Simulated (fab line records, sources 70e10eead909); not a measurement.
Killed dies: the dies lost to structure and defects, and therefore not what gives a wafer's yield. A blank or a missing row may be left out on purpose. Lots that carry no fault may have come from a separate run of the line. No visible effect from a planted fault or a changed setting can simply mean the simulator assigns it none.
A struck lot beside a sound one    flow nand harc    14 steps out of a route of 1302
Sound: the wafers L900.1, L900.4, L900.5. Struck: wafer L915.3. (L915.4, L915.6 of the same lot were not struck and are left out.) The cause comes at the end.
Order at every step that has rows: each side's tool, ch and its chambers, its first start. Under that, the readings that differ: sound wafers    struck wafers    difference of the means    sigmas: that difference in standard deviations of wafers without a fault.
alike: readings with means less than 2 such deviations apart, plus words and numbers identical on both sides. not compared: withheld readings, readings lacking a value on some wafer, bounds such as >300 that could conceal the same value, and numbers that have no deviation in the record and whose values overlap.
Wherever a step has rows on one side only, a row that says differs or no value, or a row with sigmas, the two part there. Numbers that have no deviation but don't overlap get no sigmas and don't part them. A reading that every wafer of one side lacks parts them only if that side has two wafers or more.

NHARC_A_CHANNEL_HOLE_D1_XSEM_31:
  sound on xsem-02 ch 0, day 10 01:53; struck on xsem-02 ch 0, day 16 02:50
  alike: bot cd nm, bow nm, tilt deg
NHARC_A_CHANNEL_HOLE_D1_INSPECT_40:
  struck on defect inspect-02, day 16 02:56; sound on defect inspect-02, day 10 01:59
  alike: raw defect count
then, 3 steps without rows for these wafers: NHARC_A_CHANNEL_FILL_D1_PRECLEAN_00 (cleans in SC1); NHARC_A_CHANNEL_FILL_D1_SRD_01; NHARC_A_CHANNEL_FILL_D1_ALD_02 (deposits SiO2, target thk 6 nm, pulse time 10 s, ald cycles 60).
NHARC_A_CHANNEL_FILL_D1_ALD_03: deposits SiNx, target thk 6 nm, pulse time 60 s, ald cycles 58.
  sound: ald sin batch-03 ch 0; struck: ald sin batch-01 ch 0
  alike: precursor pulse height rel
NHARC_A_CHANNEL_FILL_D1_ALD_14: deposits SiO2, target thk 2.5 nm, pulse time 10 s, ald cycles 25.
  sound on ald hk-01 ch 0,1, day 10 09:10; struck on ald hk-01 ch 0, day 16 10:05
  alike: heater power w, precursor pulse height rel
NHARC_A_CHANNEL_FILL_D1_ALD_15: deposits SiNx, target thk 2 nm, pulse time 60 s, ald cycles 19.
  sound: ald sin batch-02 ch 0; struck: ald sin batch-01 ch 0
  alike: precursor pulse height rel
NHARC_A_CHANNEL_FILL_D1_ALD_16: deposits SiO2, target thk 1.5 nm, pulse time 10 s, ald cycles 15.
  sound on ald hk-01 ch 1,2,3, day 10 15:12; struck on ald hk-03 ch 0, day 16 15:16
  alike: heater power w, precursor pulse height rel
then, 3 steps without rows for these wafers: NHARC_A_CHANNEL_FILL_D1_ANNEAL_17 (time 1800 s); NHARC_A_CHANNEL_FILL_D1_CVD_18 (deposits poly-Si, target thk 3 nm); NHARC_A_CHANNEL_FILL_D1_ETCHBACK_19 (etches the open film in HBr/Cl2, target depth 5 nm, time 1.7 s).
NHARC_A_CHANNEL_FILL_D1_ETCHBACK_20: etches the open film in C4F8/O2/Ar, target depth 27 nm, time 13.5 s.
  sound on rie diel-03 ch 0,2,3, day 11 03:00; struck on rie diel-03 ch 0, day 17 03:13
reading                sound              struck  difference  sigmas
oes product au (a.u.)  0.92 0.93 0.93     0.83    -0.10       -3
rf fwd power W (W)     586.2 589.2 585.2  492.6   -94.3       -38
  alike: bias w, rf vpp V
  not compared: rf hours counter h
then, 1 step without rows for these wafers: NHARC_A_CHANNEL_FILL_D1_STRIP_28 (strips in O2, time 20 s).

## WHERE THEY PART
Only at NHARC_A_CHANNEL_FILL_D1_ETCHBACK_20, within this record.

WHY: what had been put in by the simulator
rie diel-03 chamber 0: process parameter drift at NHARC_A_CHANNEL_FILL_D1_ETCHBACK_20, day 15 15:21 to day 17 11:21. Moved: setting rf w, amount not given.
